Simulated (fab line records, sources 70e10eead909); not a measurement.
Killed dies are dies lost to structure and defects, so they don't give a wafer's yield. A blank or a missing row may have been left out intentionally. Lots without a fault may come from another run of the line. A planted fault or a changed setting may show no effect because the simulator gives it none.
What tool caused it? + flow nand_harc + 12 lots, 36 wafers sampled, at 4 steps of a route of 1159

WHAT EACH GAUGE READ, for each wafer
NHARC_P_BONDPAD_OVL_MEAS_38.
| lot  | measured     | on         | overlay_x_nm (nm) |
|------|--------------|------------|-------------------|
| L075 | day 6 23:29  | overlay-01 | 1 1 1             |
| L077 | day 7 01:10  | overlay-02 | 7 7 8             |
| L079 | day 7 17:57  | overlay-02 | 4 4 4             |
| L081 | day 7 20:59  | overlay-01 | -6 -6 -6          |
| L084 | day 8 11:51  | overlay-02 | 2 4 3             |
| L085 | day 9 05:20  | overlay-02 | -1 -2 -2          |
| L086 | day 9 15:49  | overlay-01 | 5 5 6             |
| L089 | day 10 13:11 | overlay-01 | -6 -6 -6          |
| L091 | day 10 14:39 | overlay-02 | -1 -1 0           |
| L093 | day 10 19:20 | overlay-01 | 13 14 13          |
| L094 | day 11 18:26 | overlay-01 | -11 -11 -11       |
| L097 | day 11 21:09 | overlay-01 | -5 -5 -5          |

WHAT TOOL EACH LOT RAN ON (gives the tool, then ch and the chambers of the sampled wafers, and finally the start)
| lot  | NHARC_P_M1_DESCUM_14               | NHARC_P_M1_ETCH_15                            | NHARC_P_M2_ANNEAL_31             |
|------|------------------------------------|-----------------------------------------------|----------------------------------|
| L075 | rie_diel-04 ch 1,3, day 6 14:26    | rie_diel-04 ch 0,1, day 6 20:53 or earlier    | rtp_anneal-02 ch 0, day 6 20:53  |
| L077 | rie_diel-04 ch 2,3, day 6 16:07    | rie_diel-04 ch 1,2,3, day 6 22:24 or earlier  | rtp_anneal-01 ch 0, day 6 22:24  |
| L079 | rie_diel-10 ch 1,2, day 7 08:34    | rie_diel-10 ch 2,3, day 7 15:12 or earlier    | rtp_anneal-02 ch 0, day 7 15:12  |
| L081 | rie_diel-04 ch 0,2,3, day 7 12:02  | rie_diel-04 ch 1,2,3, day 7 18:05 or earlier  | rtp_anneal-01 ch 0, day 7 18:05  |
| L084 | rie_diel-09 ch 2,3, day 8 02:40    | rie_diel-09 ch 0,1,3, day 8 09:01 or earlier  | rtp_anneal-02 ch 0, day 8 09:01  |
| L085 | rie_diel-10 ch 0,1,2, day 8 20:31  | rie_diel-10 ch 0,2,3, day 9 02:35 or earlier  | rtp_anneal-02 ch 0, day 9 02:35  |
| L086 | rie_diel-04 ch 0,1,3, day 9 07:08  | rie_diel-04 ch 0,1,2, day 9 13:17 or earlier  | rtp_anneal-02 ch 0, day 9 13:17  |
| L089 | rie_diel-10 ch 0,2,3, day 10 04:16 | rie_diel-10 ch 0,2, day 10 10:27 or earlier   | rtp_anneal-02 ch 0, day 10 10:27 |
| L091 | rie_diel-04 ch 2,3, day 10 05:53   | rie_diel-04 ch 1,2,3, day 10 12:05 or earlier | rtp_anneal-01 ch 0, day 10 12:05 |
| L093 | rie_diel-10 ch 0,2, day 10 10:35   | rie_diel-10 ch 0,2,3, day 10 16:47 or earlier | rtp_anneal-01 ch 0, day 10 16:47 |
| L094 | rie_diel-09 ch 1,2, day 11 09:21   | rie_diel-09 ch 0,2,3, day 11 15:46 or earlier | rtp_anneal-01 ch 0, day 11 15:46 |
| L097 | rie_diel-10 ch 0,3, day 11 10:55   | rie_diel-10 ch 0,2,3, day 11 17:48 or earlier | rtp_anneal-01 ch 0, day 11 17:48 |
- NHARC_P_M1_DESCUM_14: chemistry O2, time 3 s.
- NHARC_P_M1_ETCH_15: etches the open film in C4F8/Ar, target depth 182.5 nm, time 91.2 s.
- NHARC_P_M2_ANNEAL_31: time 90 s.

THE ANSWER, worked out from the rows above alone
Rule: what is usual is taken from the lots themselves. Put in order of their means at a reading, lots are off if they are a third of the lots or fewer, leave a main group of 4 or more, and stand apart from it by a gap of 3 or more times the standard deviation of the main group's means; of several such gaps the widest counts. A main group whose means are all the same, to the digits that the tables above print for the reading, isn't used. A lot without any number at a reading at which 4 lots or more have one is off too. Where the step has rows for the other lots, those lots are counted as sound.
None of the lots is off at any reading shown; this tells nothing.

WHAT HAD BEEN PUT IN BY THE SIMULATOR
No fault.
